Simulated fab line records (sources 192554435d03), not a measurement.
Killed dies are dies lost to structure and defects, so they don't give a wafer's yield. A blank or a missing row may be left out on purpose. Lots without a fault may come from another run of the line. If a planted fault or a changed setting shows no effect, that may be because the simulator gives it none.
fab line records | flow n5_finfet
[record] lots = 5 | wafers = 15 | last_day = 18
route steps=1938 shown DUMMY_GATE@215
lots with no fault: from the same line, run without faults
start_h: the number of hours between the record's first day and the start of the first shown wafer of the lot | wait_h: how many hours have passed since the lot's step before this one | " the same as in the row above | L1.1+2: a single row standing in for several wafers | - no value, or no start was given | * or withheld: withheld | < > ~ a bound
route shown NAME@n: names a module that has steps shown in the file, with the first one's number in the route | usual: mean/standard deviation of fault-free wafers | same: alike in all rows | chamber/n: place in a boat | sites: per-site readings | _std_site: standard deviation across them | _edge_site: the outer-site mean with the inner-site mean subtracted | radius_mm: for every site, how far away it sits from the centre of the wafer | mask NAME#n: copy n | behind: the last tool/chamber to shape the wafer | hold: why the lot went on hold/how many hours it stayed there/how the hold came to an end | device: transistor that didn't switch, given as n, p or np | end of line: tests of these same wafers at the route's end | for a step that has no rows: nothing shown but its recipe | killed: not the wafer's yield, but the dies lost to structure and defects at the first sort | map: shows each die of a wafer: x if killed, . if not, _ if none is there
set.NAME: the setting that was run; set.NAME@STEP: the one run at that earlier step | model.NAME: the simulator's own value behind a step, which no gauge read
lots at selected steps of the route; one table per step, one row per wafer
services: from which hour (start_h, from the record's first day; less than 0 if before it) a tool's chamber was out of use, for how many hours, and why
[[steps]]
[step N5_DUMMY_GATE_CVD_03]
[recipe] material = a-Si | target_thk_a = 1500 | temp_c = 530 | precursor = SiH4 | time_s = 8042
[usual] spike_tc_centre_C = 531.2/1 | spike_tc_upper_C = 530.4/1.2
lot.wafer | tool     | chamber | start_h | wait_h | spike_tc_centre_C | spike_tc_upper_C
L079.2    | lpcvd-01 | 1/70    | 69.69   | 2.3    | 530.0             | 531.9
L079.3    | "        | 1/75    | "       | "      | 530.0             | 531.9
L079.4    | "        | 1/79    | "       | "      | 530.0             | 531.9
L087.1    | lpcvd-02 | 1/90    | 115.34  | 0.1    | 531.6             | 530.8
L087.3    | "        | 1/100   | "       | "      | 531.6             | 530.8
L087.4    | "        | 1/104   | "       | "      | 531.6             | 530.8
L091.1    | lpcvd-01 | 1/40    | 140.27  | 0.1    | 529.6             | 530.8
L091.4    | "        | 1/54    | "       | "      | 529.6             | 530.8
L091.6    | "        | 1/64    | "       | "      | 529.6             | 530.8
L093.1    | lpcvd-02 | 1/40    | 151.21  | 0.1    | 532.3             | 530.2
L093.2    | "        | 1/45    | "       | "      | 532.3             | 530.2
L093.4    | "        | 1/54    | "       | "      | 532.3             | 530.2
L095.1    | lpcvd-01 | 0/65    | 163.67  | 0.1    | 531.7             | 530.7
L095.3    | "        | 0/75    | "       | "      | 531.7             | 530.7
L095.4    | "        | 0/79    | "       | "      | 531.7             | 530.7
[step N5_DUMMY_GATE_PRECLEAN_46]
[recipe] chemistry = DIW | time_s = 89.5 | temp_c = 23
lot.wafer  | tool         | chamber | start_h | wait_h
L079.2+3+4 | wet_bench-05 | 5,0,6   | 73.38   | 0.0
L087.1+3+4 | wet_bench-04 | 1,6,7   | 119.03  | 0.0
L091.1+4+6 | wet_bench-03 | 1,7,6   | 143.95  | 0.0
L093.1+2+4 | wet_bench-05 | 0,7,5   | 154.90  | 0.0
L095.1+3+4 | wet_bench-04 | 6,5,4   | 167.36  | 0.0
[step N5_DUMMY_GATE_SRD_47]
[recipe] dry_time_s = 32 | dry = n2_spin | spin_rpm = 1500
lot.wafer  | tool         | chamber | start_h | wait_h
L079.2+3+4 | wet_bench-05 | 5,0,6   | 73.40   | 0.0
L087.1+3+4 | wet_bench-04 | 1,6,7   | 119.06  | 0.0
L091.1+4+6 | wet_bench-03 | 1,7,6   | 143.97  | 0.0
L093.1+2+4 | wet_bench-05 | 0,7,5   | 154.93  | 0.0
L095.1+3+4 | wet_bench-04 | 6,5,4   | 167.39  | 0.0
[step N5_DUMMY_GATE_CMP_04]
[recipe] material = a-Si | post_cmp_clean = alkaline_brush
[usual] motor_current_A = 10.3/1.2 | time_to_endpoint_s = 12.0/2.8
lot.wafer | tool   | chamber | start_h | wait_h | motor_current_A | time_to_endpoint_s
L079.3    | cmp-03 | 3       | 73.44   | 0.0    | 10.8            | 16.1
L079.4    | "      | 0       | "       | "      | 11.2            | 11.8
L079.2    | "      | 1       | "       | "      | 8.7             | 15.3
L087.3    | cmp-03 | 2       | 119.09  | 0.0    | 11.9            | 14.3
L087.1    | "      | 0       | "       | "      | 11.6            | 9.0
L087.4    | "      | 1       | "       | "      | 8.4             | 11.6
L091.1    | cmp-02 | 2       | 144.02  | 0.0    | 9.7             | 10.9
L091.4    | "      | 0       | "       | "      | 9.8             | 14.9
L091.6    | "      | 2       | "       | "      | 10.0            | 9.4
L093.4    | cmp-01 | 1       | 154.96  | 0.0    | 10.0            | 12.5
L093.2    | "      | 3       | "       | "      | 9.7             | 11.3
L093.1    | "      | 0       | "       | "      | 10.0            | 8.2
L095.4    | cmp-02 | 0       | 167.42  | 0.0    | 10.2            | 15.4
L095.1    | "      | 1       | "       | "      | 12.2            | 10.4
L095.3    | "      | 2       | "       | "      | 9.4             | 11.6
[step N5_DUMMY_GATE_THK_MEAS_05]
[usual] thk_nm = 71.6/1.3
lot.wafer | tool          | chamber | start_h | wait_h | thk_nm
L079.2    | film_metro-02 | -       | 73.68   | 0.1    | 71.7
L079.3    | "             | -       | "       | "      | 72.4
L079.4    | "             | -       | "       | "      | 70.2
L087.1    | film_metro-01 | -       | 119.33  | 0.1    | 71.9
L087.3    | "             | -       | "       | "      | 73.5
L087.4    | "             | -       | "       | "      | 72.2
L091.1    | film_metro-02 | -       | 144.26  | 0.2    | 71.0
L091.4    | "             | -       | "       | "      | 71.2
L091.6    | "             | -       | "       | "      | 70.5
L093.1    | film_metro-01 | -       | 155.20  | 0.1    | 69.4
L093.2    | "             | -       | "       | "      | 72.8
L093.4    | "             | -       | "       | "      | 70.9
L095.1    | film_metro-02 | -       | 167.66  | 0.2    | 70.5
L095.3    | "             | -       | "       | "      | 71.6
L095.4    | "             | -       | "       | "      | 72.4
[step N5_DUMMY_GATE_HM_DEP_06]
[recipe] material = SiNx | target_thk_a = 800 | precursor = DCS/NH3 | temp_c = 700 | pressure_mtorr = 300 | time_s = 5141
[usual] pressure_mtorr = 300.1/0.54 | spike_tc_centre_C = 701.1/0.94 | spike_tc_upper_C = 700.5/1.1
lot.wafer | tool     | chamber | start_h | wait_h | pressure_mtorr | spike_tc_centre_C | spike_tc_upper_C
L079.2    | lpcvd-01 | 1/45    | 73.70   | 0.0    | 299.7          | 700.1             | 701.7
L079.3    | "        | 1/50    | "       | "      | 299.7          | 700.1             | 701.7
L079.4    | "        | 1/54    | "       | "      | 299.7          | 700.1             | 701.7
L087.1    | lpcvd-02 | 1/15    | 119.36  | 0.0    | 300.7          | 702.8             | 700.7
L087.3    | "        | 1/25    | "       | "      | 300.7          | 702.8             | 700.7
L087.4    | "        | 1/29    | "       | "      | 300.7          | 702.8             | 700.7
L091.1    | lpcvd-02 | 1/15    | 144.29  | 0.0    | 299.5          | 702.3             | 701.0
L091.4    | "        | 1/29    | "       | "      | 299.5          | 702.3             | 701.0
L091.6    | "        | 1/39    | "       | "      | 299.5          | 702.3             | 701.0
L093.1    | lpcvd-02 | 0/40    | 155.23  | 0.0    | 301.1          | 700.1             | 699.5
L093.2    | "        | 0/45    | "       | "      | 301.1          | 700.1             | 699.5
L093.4    | "        | 0/54    | "       | "      | 301.1          | 700.1             | 699.5
L095.1    | lpcvd-01 | 0/15    | 167.69  | 0.0    | 299.5          | 701.3             | 701.2
L095.3    | "        | 0/25    | "       | "      | 299.5          | 701.3             | 701.2
L095.4    | "        | 0/29    | "       | "      | 299.5          | 701.3             | 701.2
[step N5_DUMMY_GATE_PECVD_30]
[recipe] material = SiO2 | target_thk_a = 550 | temp_c = 400 | precursor = TEOS/O2 | pressure_torr = 6.5 | rf_w = withheld | teos_flow_sccm = withheld | gas = O2 | flow_sccm = 2650 | time_s = 10.8
lot.wafer  | tool     | chamber | start_h | wait_h
L079.2+3+4 | pecvd-02 | 2,0,0   | 77.65   | 0.0
L087.1+3+4 | pecvd-02 | 0,2,0   | 123.30  | 0.0
L091.1+4+6 | pecvd-02 | 0,2,0   | 148.23  | 0.0
L093.1+2+4 | pecvd-02 | 0,1,0   | 159.17  | 0.0
L095.1+3+4 | pecvd-02 | 2,1,0   | 171.63  | 0.0
[step N5_DUMMY_GATE_COAT_34]
[recipe] resist = SOC | temp_c = 250 | time_s = 60 | spin_rpm = 1500 | resist_thk_nm = 60
lot.wafer  | tool           | chamber | start_h | wait_h
L079.2+3+4 | litho_track-01 | 0       | 77.70   | 0.0
L087.1+3+4 | litho_track-02 | 0       | 123.36  | 0.0
L091.1+4+6 | litho_track-05 | 0       | 148.29  | 0.0
L093.1+2+4 | litho_track-02 | 0       | 159.23  | 0.0
L095.1+3+4 | litho_track-01 | 0       | 171.69  | 0.0
[step N5_DUMMY_GATE_COAT_35]
[recipe] resist = SiARC | temp_c = 220 | time_s = 60 | spin_rpm = 1500 | resist_thk_nm = 10
lot.wafer  | tool           | chamber | start_h | wait_h
L079.2+3+4 | litho_track-01 | 0       | -       | -
L087.1+3+4 | litho_track-02 | 0       | -       | -
L091.1+4+6 | litho_track-05 | 0       | -       | -
L093.1+2+4 | litho_track-02 | 0       | -       | -
L095.1+3+4 | litho_track-01 | 0       | -       | -
[step N5_DUMMY_GATE_COAT_28]
[recipe] resist = underlayer | temp_c = 205 | time_s = 60 | spin_rpm = 1500 | resist_thk_nm = 10
lot.wafer  | tool           | chamber | start_h | wait_h
L079.2+3+4 | litho_track-01 | 0       | -       | -
L087.1+3+4 | litho_track-02 | 0       | -       | -
L091.1+4+6 | litho_track-05 | 0       | -       | -
L093.1+2+4 | litho_track-02 | 0       | -       | -
L095.1+3+4 | litho_track-01 | 0       | -       | -
[step N5_DUMMY_GATE_COAT_09]
[recipe] resist = CAR-EUV | spin_rpm = 1500 | resist_thk_nm = 30
lot.wafer  | tool           | chamber | start_h | wait_h
L079.2+3+4 | litho_track-01 | 0       | -       | -
L087.1+3+4 | litho_track-02 | 0       | -       | -
L091.1+4+6 | litho_track-05 | 0       | -       | -
L093.1+2+4 | litho_track-02 | 0       | -       | -
L095.1+3+4 | litho_track-01 | 0       | -       | -
[[services]]
tool           | chamber | start_h | hours | kind
lpcvd-02       | -       | 47.96   | 14.6  | pm
cmp-01         | -       | 56.47   | 6.3   | repair
cmp-03         | -       | 56.76   | 4.0   | pm
cmp-03         | -       | 60.76   | -     | consumable_replace:conditioner
cmp-03         | -       | 60.76   | -     | consumable_replace:pad
cmp-01         | -       | 64.07   | 2.1   | repair
cmp-03         | -       | 70.44   | 2.3   | repair
cmp-01         | -       | 73.19   | 1.0   | repair
cmp-01         | -       | 81.62   | 1.6   | repair
litho_track-02 | -       | 84.81   | -     | consumable_replace:filter
cmp-03         | -       | 87.43   | 4.6   | repair
wet_bench-03   | -       | 88.96   | 2.3   | repair
cmp-02         | -       | 99.23   | 0.9   | repair
wet_bench-05   | -       | 140.61  | 2.7   | repair
cmp-02         | -       | 141.19  | 0.6   | repair
litho_track-05 | -       | 142.53  | -     | consumable_replace:filter
[[key]]
fault none
